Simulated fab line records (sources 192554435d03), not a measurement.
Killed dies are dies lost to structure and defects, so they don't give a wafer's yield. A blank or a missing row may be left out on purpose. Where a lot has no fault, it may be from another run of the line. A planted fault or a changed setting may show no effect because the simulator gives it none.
Matching of chambers ; flow n5-finfet ; rie-diel-06 running N5_PASSIVATION_STRIP_48: 4 sister chambers
The step strips in O2. 4 wafers are shown with their chamber, then 11 later ones without.

WAFERS WITH THEIR CHAMBER
wafer;chamber;drypump-motor-current-A (A)
L083.3;2;5.4
L087.1;1;6.5
L087.5;0;5.7
L089.3;3;5.3

WAFERS MISSING THEIR CHAMBER
wafer;drypump-motor-current-A (A)
L089.4;5.3
L089.6;6.5
L090.1;6.5
L090.4;5.3
L090.6;5.7
L095.1;6.5
L095.3;5.7
L095.4;5.4
L096.4;5.2
L096.5;5.4
L096.6;6.5

WHICH CHAMBER EACH ONE RAN IN
wafer;from the rows above;in truth
L089.4;3;3
L089.6;1;1
L090.1;1;1
L090.4;3;3
L090.6;0;0
L095.1;1;1
L095.3;0;0
L095.4;2;2
L096.4;3;3
L096.5;2;2
L096.6;1;1
Correctly placed: 11 of 11. Left unplaced by these rows: 0. Number placed wrongly: 0.
How it was worked out, from the rows above alone: a wafer's distance from a chamber is the root of the sum, over the readings, of the square of ((its reading less the chamber's mean) divided by the reading's scatter). If the next closest chamber is less than 2 further off than the closest, the wafer can't be placed; otherwise it belongs to the closest. The mean given for a chamber averages the wafers shown for that chamber. The scatter: root of mean squared gap, hidden wafer to nearest shown wafer, with one shown wafer a chamber.
